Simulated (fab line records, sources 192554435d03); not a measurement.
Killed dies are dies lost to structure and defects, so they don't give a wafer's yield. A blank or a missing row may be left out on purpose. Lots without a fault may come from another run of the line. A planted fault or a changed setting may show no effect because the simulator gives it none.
fab line records | flow n5_finfet
record lots=7 wafers=39
route steps=1938 shown DUMMY_GATE@250 HKMG_FIN@434 MOL_CONTACT_COAG@538
start_h: hours from the record's first day to the start of the lot's first wafer shown | wait_h: hours since the lot's step before | " the same as in the row above | L1.1+2: a row that stands for several wafers | - no value, or no start given | * or withheld: withheld | < > ~ a bound
route shown NAME@n: a module of which the file shows steps, and the number in the route of the first | usual: mean/standard deviation of fault-free wafers | same: alike in all rows | chamber/n: place in a boat | sites: the reading at each site | _std_site: their standard deviation | _edge_site: outer sites' mean less inner sites' | radius_mm: how far each site lies from the wafer's centre | mask NAME#n: copy n | behind: the tool/chamber that last shaped the wafer | hold: why the lot was held/for how many hours/how that ended | device: the transistor (n, p or np) that didn't switch | end of line: the same wafers' tests at the end of the route | a step without rows: its recipe alone | killed: dies lost to structure and defects at the first sort, not the wafer's yield | map: a wafer's dies, x killed, . not, _ none there
set.NAME: the setting as run; set.NAME@STEP: as run at that earlier step | model.NAME: the simulator's own value behind a step, which no gauge read
lots whose settings were changed on purpose; a table a step, a row a wafer
## steps
# step N5_DUMMY_GATE_ETCH_42
# recipe chemistry=CHF3/O2 target=SiO2 target_depth_a=35 time_s=31 ion_energy_ev=30 bias_w=12 pressure_mtorr=30 source_w=600 Ar_flow_sccm=200 CHF3_flow_sccm=50 O2_flow_sccm=5
# usual rf_vpp_V=42.7/1
# columns lot.wafer tool chamber start_h wait_h set.bias_w rf_vpp_V
L075.1 rie_diel-05 1 54.03 0.0 12 40.8
L075.2 " 2 " " 13.39 45.3
L075.3 " 0 " " 13.39 45.5
L075.4 " 3 " " 12 42.4
L075.5 " 0 " " 13.39 45.2
L075.6 " 1 " " 12 42.4
L076.1 rie_diel-06 0 61.53 0.0 12 43.1
L076.2 " 3 " " 12 44.0
L076.3 " 2 " " 12 43.4
L076.4 " 1 " " 10.71 39.0
L076.5 " 2 " " 10.71 39.3
L076.6 " 3 " " 10.71 39.6
L083.1 rie_diel-03 3 99.81 0.1 13.77 48.0
L083.2 " 1 " " 13.77 47.1
L083.3 " 0 " " 12 42.0
L083.4 " 2 " " 12 41.8
L083.5 " 1 " " 13.77 46.1
L083.6 " 0 " " 12 42.6
L085.1 rie_diel-06 3 113.54 0.0 13.84 47.8
L085.2 " 2 " " 12 42.5
L085.3 " 0 " " 13.84 46.6
L085.4 " 1 " " 13.84 47.5
L085.5 " 0 " " 12 43.7
L085.6 " 1 " " 12 42.9
L093.1 rie_diel-05 1 161.61 0.0 12 42.2
L093.2 " 3 " " 12 42.9
L093.5 " 1 " " 12 44.6
L094.1 rie_diel-03 0 167.12 0.0 10.66 37.4
L094.2 " 1 " " 12 44.2
L094.3 " 3 " " 10.66 40.1
L094.4 " 2 " " 10.66 37.7
L094.5 " 2 " " 12 43.0
L094.6 " 3 " " 12 42.8
L096.1 rie_diel-06 0 178.69 0.0 9.992 36.6
L096.2 " 3 " " 12 43.9
L096.3 " 2 " " 12 43.0
L096.4 " 0 " " 9.992 36.5
L096.5 " 2 " " 9.992 37.2
L096.6 " 3 " " 12 43.7
# step N5_HKMG_FIN_ETCH_31
# recipe chemistry=CF4 target=SiARC target_depth_a=455 mask_material=CAR-ArF time_s=75.8 ion_energy_ev=80 pressure_mtorr=40 source_w=545 bias_w=36 Ar_flow_sccm=100 cf4_flow_sccm=100 ends=cleared
# usual rf_vpp_V=183.9/1.1
# columns lot.wafer tool chamber start_h wait_h set.bias_w rf_vpp_V
L075.1 rie_diel-02 1 81.38 0.0 36 186.1
L075.2 " 3 " " 36 183.9
L075.3 " 2 " " 42.23 206.3
L075.4 " 0 " " 36 184.4
L075.5 " 1 " " 42.23 203.7
L075.6 " 0 " " 42.23 202.7
L076.1 rie_diel-01 0 88.49 0.0 36 185.2
L076.2 " 2 " " 40.45 197.0
L076.3 " 3 " " 36 184.1
L076.4 " 1 " " 36 184.5
L076.5 " 0 " " 40.45 200.4
L076.6 " 1 " " 40.45 199.3
L083.1 rie_diel-04 3 130.09 0.0 36 183.1
L083.2 " 2 " " 41.72 201.1
L083.3 " 0 " " 41.72 201.5
L083.4 " 1 " " 41.72 201.5
L083.5 " 2 " " 36 182.5
L083.6 " 1 " " 36 184.2
L085.1 rie_diel-02 0 141.37 0.0 36 185.3
L085.2 " 3 " " 36 184.3
L085.3 " 2 " " 40.6 200.8
L085.4 " 1 " " 40.6 200.2
L085.5 " 0 " " 40.6 201.1
L085.6 " 1 " " 36 184.0
L093.1 rie_diel-01 2 188.73 0.0 36 182.6
L093.2 " 3 " " 36 184.2
L093.5 " 3 " " 36 184.8
L094.1 rie_diel-02 2 194.34 0.0 36 184.8
L094.2 " 3 " " 36 183.7
L094.3 " 0 " " 36 185.3
L094.4 " 1 " " 36 185.2
L094.5 " 3 " " 36 183.1
L094.6 " 0 " " 36 185.7
L096.1 rie_diel-04 3 207.90 0.0 33.6 176.5
L096.2 " 0 " " 36 182.9
L096.3 " 1 " " 33.6 175.7
L096.4 " 2 " " 33.6 174.8
L096.5 " 0 " " 36 183.0
L096.6 " 1 " " 36 184.4
# step N5_MOL_CONTACT_COAG_ETCH_110
# recipe chemistry=CF4/O2 target=Si target_depth_a=25 time_s=8 pressure_mtorr=100 source_w=200 bias_w=12 ion_energy_ev=60 Ar_flow_sccm=100 cf4_flow_sccm=100 O2_flow_sccm=10
# columns lot.wafer tool chamber start_h wait_h set.source_w model.etch.depth_nm
L075.1 rie_diel-04 3 94.09 0.0 235.7 2.858
L075.2 " 2 " " 235.7 3.013
L075.3 " 0 " " 235.7 2.839
L075.4 " 1 " " 200 2.478
L075.5 " 0 " " 200 2.479
L075.6 " 1 " " 200 2.463
L076.1 rie_diel-01 3 101.04 0.0 200 2.44
L076.2 " 0 " " 200 2.468
L076.3 " 2 " " 200 2.478
L076.4 " 1 " " 200 2.506
L076.5 " 0 " " 200 2.466
L076.6 " 1 " " 200 2.482
L083.1 rie_diel-01 3 142.53 0.0 217.2 2.647
L083.2 " 0 " " 200 2.495
L083.3 " 2 " " 217.2 2.684
L083.4 " 1 " " 217.2 2.712
L083.5 " 1 " " 200 2.512
L083.6 " 2 " " 200 2.516
L085.1 rie_diel-01 0 154.08 0.0 181.6 2.289
L085.2 " 2 " " 200 2.485
L085.3 " 3 " " 181.6 2.262
L085.4 " 1 " " 200 2.478
L085.5 " 0 " " 181.6 2.283
L085.6 " 3 " " 200 2.455
L093.1 rie_diel-04 2 201.25 0.0 200 2.613
L093.2 " 3 " " 200 2.477
L093.5 " 2 " " 200 2.6
L094.1 rie_diel-04 1 207.18 0.0 188.8 2.362
L094.2 " 2 " " 200 2.595
L094.3 " 0 " " 200 2.499
L094.4 " 3 " " 188.8 2.371
L094.5 " 0 " " 188.8 2.364
L094.6 " 3 " " 200 2.517
L096.1 rie_diel-04 1 220.47 0.0 200 2.456
L096.2 " 2 " " 200 2.603
L096.3 " 3 " " 200 2.476
L096.4 " 0 " " 200 2.48
L096.5 " 0 " " 200 2.479
L096.6 " 1 " " 200 2.451
# step N5_MOL_CONTACT_COAG_ETCH_47
# recipe chemistry=CH3F/O2 target=SiNx target_depth_a=270 mask_material=SiO2 stop_on=W over_etch_frac=0.2 ion_energy_ev=120 endpoint=OES-CN pressure_mtorr=30 source_w=395 bias_w=73 Ar_flow_sccm=150 CH3F_flow_sccm=30 O2_flow_sccm=20 ends=end_point
# usual rf_vpp_V=297/5.5
# columns lot.wafer tool chamber start_h wait_h set.source_w rf_vpp_V
L075.1 rie_diel-02 0 104.68 0.0 370.3 303
L075.2 " 3 " " 395 288
L075.3 " 1 " " 370.3 309
L075.4 " 2 " " 395 301
L075.5 " 1 " " 370.3 312
L075.6 " 0 " " 395 293
L076.1 rie_diel-01 0 112.39 0.0 395 289
L076.2 " 2 " " 395 307
L076.3 " 3 " " 395 293
L076.4 " 1 " " 395 298
L076.5 " 2 " " 395 305
L076.6 " 1 " " 395 298
L083.1 rie_diel-01 0 152.79 0.0 395 289
L083.2 " 3 " " 340.3 312
L083.3 " 1 " " 395 296
L083.4 " 2 " " 340.3 327
L083.5 " 1 " " 340.3 318
L083.6 " 0 " " 395 290
L085.1 rie_diel-04 0 164.14 0.0 374 310
L085.2 " 2 " " 395 291
L085.3 " 1 " " 395 301
L085.4 " 3 " " 395 299
L085.5 " 0 " " 374 309
L085.6 " 3 " " 374 308
L093.1 rie_diel-02 3 211.37 0.0 395 289
L093.2 " 0 " " 395 292
L093.5 " 1 " " 395 302
L094.1 rie_diel-04 3 218.40 0.0 395 296
L094.2 " 2 " " 395 288
L094.3 " 1 " " 395 300
L094.4 " 0 " " 395 300
L094.5 " 1 " " 395 302
L094.6 " 0 " " 395 300
L096.1 rie_diel-04 1 233.44 0.0 395 301
L096.2 " 2 " " 395 290
L096.3 " 0 " " 351.9 317
L096.4 " 3 " " 395 299
L096.5 " 1 " " 351.9 318
L096.6 " 0 " " 351.9 316
## key
split step=N5_DUMMY_GATE_ETCH_42 setting=bias_w stated=12 by=wafer
response step=N5_DUMMY_GATE_ETCH_42 reading=rf_vpp_V change=+0.354 per=1% r=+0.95
split step=N5_HKMG_FIN_ETCH_31 setting=bias_w stated=36 by=wafer
response step=N5_HKMG_FIN_ETCH_31 reading=rf_vpp_V change=+1.16 per=1% r=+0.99
split step=N5_MOL_CONTACT_COAG_ETCH_110 setting=source_w stated=200 by=wafer
response step=N5_MOL_CONTACT_COAG_ETCH_110 reading=model.etch.depth_nm change=+0.0234 per=1% r=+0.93
split step=N5_MOL_CONTACT_COAG_ETCH_47 setting=source_w stated=395 by=wafer
response step=N5_MOL_CONTACT_COAG_ETCH_47 reading=rf_vpp_V change=-2 per=1% r=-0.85
